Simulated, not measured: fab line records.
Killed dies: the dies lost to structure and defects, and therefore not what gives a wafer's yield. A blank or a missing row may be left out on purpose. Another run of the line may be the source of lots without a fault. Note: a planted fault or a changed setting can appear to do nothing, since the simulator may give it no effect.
Lot-split experiment :: flow n5 finfet :: on a route of 1938 steps: 7 lots, 21 wafers read

THE SPLIT ITSELF
At N5_BEOL_M15_COAT_60 (time 60 s, resist thk 89 nm), the setting spin rpm was moved away from the recipe's 1500 rpm on 9 of the 21 wafers read, by -7.9% to +7.6%. For the rest of the wafers, this setting stayed at what the recipe calls for.

FROM THE SPLIT TO THE READING: what the file shows between them, 4 steps
- N5_BEOL_M15_COAT_22: resist thk 800 nm (also split here: spin rpm)
- N5_BEOL_M15_EBR_24
- N5_BEOL_M15_SOFTBAKE_23: time 60 s
- N5_BEOL_M15_DESCUM_33: chemistry O2, time 7.9 s

THE READING
etch.depth nm (the simulator's own value, which no gauge read), in nm, at N5_BEOL_M15_ETCH_61 (etches BARC in N2/H2, target depth 89 nm, overetch 26.7 nm, time 67.9 s). The file gives no usual value for it. The 12 wafers here that ran the recipe average 89.18 nm, standard deviation 0.26 nm.

wafer: L075.1
tool, chamber at the split: litho track-04, 0
spin rpm as run, rpm: 1614
against the recipe: +7.6%
etch.depth nm, nm: 85.62
against lot-mates on the recipe: -3.49

wafer: L075.2
tool, chamber at the split: litho track-04, 0
spin rpm as run, rpm: 1500
against the recipe: recipe
etch.depth nm, nm: 88.96
against lot-mates on the recipe: -

wafer: L075.6
tool, chamber at the split: litho track-04, 0
spin rpm as run, rpm: 1500
against the recipe: recipe
etch.depth nm, nm: 89.26
against lot-mates on the recipe: -

wafer: L076.1
tool, chamber at the split: litho track-04, 0
spin rpm as run, rpm: 1500
against the recipe: recipe
etch.depth nm, nm: 88.84
against lot-mates on the recipe: -

wafer: L076.3
tool, chamber at the split: litho track-04, 0
spin rpm as run, rpm: 1560
against the recipe: +4.0%
etch.depth nm, nm: 86.94
against lot-mates on the recipe: -1.90

wafer: L076.5
tool, chamber at the split: litho track-04, 0
spin rpm as run, rpm: 1560
against the recipe: +4.0%
etch.depth nm, nm: 86.87
against lot-mates on the recipe: -1.97

wafer: L080.2
tool, chamber at the split: litho track-04, 0
spin rpm as run, rpm: 1500
against the recipe: recipe
etch.depth nm, nm: 89.04
against lot-mates on the recipe: -

wafer: L080.3
tool, chamber at the split: litho track-04, 0
spin rpm as run, rpm: 1419
against the recipe: -5.4%
etch.depth nm, nm: 91.57
against lot-mates on the recipe: +2.64

wafer: L080.4
tool, chamber at the split: litho track-04, 0
spin rpm as run, rpm: 1500
against the recipe: recipe
etch.depth nm, nm: 88.82
against lot-mates on the recipe: -

wafer: L084.1
tool, chamber at the split: litho track-02, 0
spin rpm as run, rpm: 1500
against the recipe: recipe
etch.depth nm, nm: 89.34
against lot-mates on the recipe: -

wafer: L084.2
tool, chamber at the split: litho track-02, 0
spin rpm as run, rpm: 1382
against the recipe: -7.9%
etch.depth nm, nm: 92.77
against lot-mates on the recipe: +3.43

wafer: L084.5
tool, chamber at the split: litho track-02, 0
spin rpm as run, rpm: 1382
against the recipe: -7.9%
etch.depth nm, nm: 93.19
against lot-mates on the recipe: +3.85

wafer: L083.3
tool, chamber at the split: litho track-01, 0
spin rpm as run, rpm: 1385
against the recipe: -7.7%
etch.depth nm, nm: 92.95
against lot-mates on the recipe: +3.41

wafer: L083.4
tool, chamber at the split: litho track-01, 0
spin rpm as run, rpm: 1500
against the recipe: recipe
etch.depth nm, nm: 89.54
against lot-mates on the recipe: -

wafer: L083.5
tool, chamber at the split: litho track-01, 0
spin rpm as run, rpm: 1385
against the recipe: -7.7%
etch.depth nm, nm: 93.27
against lot-mates on the recipe: +3.73

wafer: L092.3
tool, chamber at the split: litho track-02, 0
spin rpm as run, rpm: 1500
against the recipe: recipe
etch.depth nm, nm: 89.48
against lot-mates on the recipe: -

wafer: L092.4
tool, chamber at the split: litho track-02, 0
spin rpm as run, rpm: 1500
against the recipe: recipe
etch.depth nm, nm: 89.32
against lot-mates on the recipe: -

wafer: L092.5
tool, chamber at the split: litho track-02, 0
spin rpm as run, rpm: 1500
against the recipe: recipe
etch.depth nm, nm: 89.5
against lot-mates on the recipe: -

wafer: L094.1
tool, chamber at the split: litho track-04, 0
spin rpm as run, rpm: 1500
against the recipe: recipe
etch.depth nm, nm: 89.21
against lot-mates on the recipe: -

wafer: L094.4
tool, chamber at the split: litho track-04, 0
spin rpm as run, rpm: 1500
against the recipe: recipe
etch.depth nm, nm: 88.81
against lot-mates on the recipe: -

wafer: L094.5
tool, chamber at the split: litho track-04, 0
spin rpm as run, rpm: 1584
against the recipe: +5.6%
etch.depth nm, nm: 86.74
against lot-mates on the recipe: -2.27

FIT RESULTS
A straight line over all 21 wafers: etch.depth nm changes by -0.49 nm for each +1% of spin rpm; r = -0.99; the points scatter about the line by 0.27 nm.
The same after taking each lot's own level away (the mean of its wafers on the recipe; 21 wafers): -0.461 nm for each +1%; r = -1.00; scatter 0.15 nm.
Per that fit: largest spin rpm move, reading shift of 3.6 nm.
The span of the lots' own levels, 88.840 to 89.540 nm, comes to 2.7 times the standard deviation stated above.
Consequently the slope shifts little with the lot-to-lot level, the two slopes agreeing.
Check: with one of the wafers moved furthest among these (-7.9%) left out of the fit, the line predicts +3.7 nm for it against its lot-mates. Against them it came out at +3.43 nm.

ADDITIONAL SPLITS CARRIED BY THESE WAFERS
Other splits were also applied to these wafers ahead of the reading. Each is held against what the fit with the lots' levels taken away leaves over:
other split on the same wafers: N5_BEOL_M11_DEGAS_44 temp c
wafers away from the commonest value: 2
r with etch.depth nm (lot level and that fit taken away): +0.04

other split on the same wafers: N5_BEOL_M13_COAT_65 spin rpm
wafers away from the commonest value: 5
r with etch.depth nm (lot level and that fit taken away): +0.34

other split on the same wafers: N5_BEOL_M14_ILD_DEP_00 time s
wafers away from the commonest value: 6
r with etch.depth nm (lot level and that fit taken away): +0.18

other split on the same wafers: N5_BEOL_M14_PEB_08 peb temp c
wafers away from the commonest value: 8
r with etch.depth nm (lot level and that fit taken away): +0.39

other split on the same wafers: N5_BEOL_M15_COAT_22 spin rpm
wafers away from the commonest value: 7
r with etch.depth nm (lot level and that fit taken away): +0.09

THE WHOLE CHAIN: every reading that the file lists as answering this split, in the file's order
step: N5_BEOL_M15_COAT_60
what it does: time 60 s, resist thk 89 nm
reading: BARC_of_BEOL_M15_COAT_60.thk nm (the simulator's own value, which no gauge read)
change (the file's fit): -0.456 nm for each +1% of the setting
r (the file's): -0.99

step: N5_BEOL_M15_ETCH_61
what it does: etches BARC in N2/H2, target depth 89 nm, overetch 26.7 nm, time 67.9 s
reading: etch.depth nm (the simulator's own value, which no gauge read)
change (the file's fit): -0.46 nm for each +1% of the setting
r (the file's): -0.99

THE FILE'S OWN FIT
etch.depth nm changes by -0.46 nm for each +1% of spin rpm, r = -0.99.
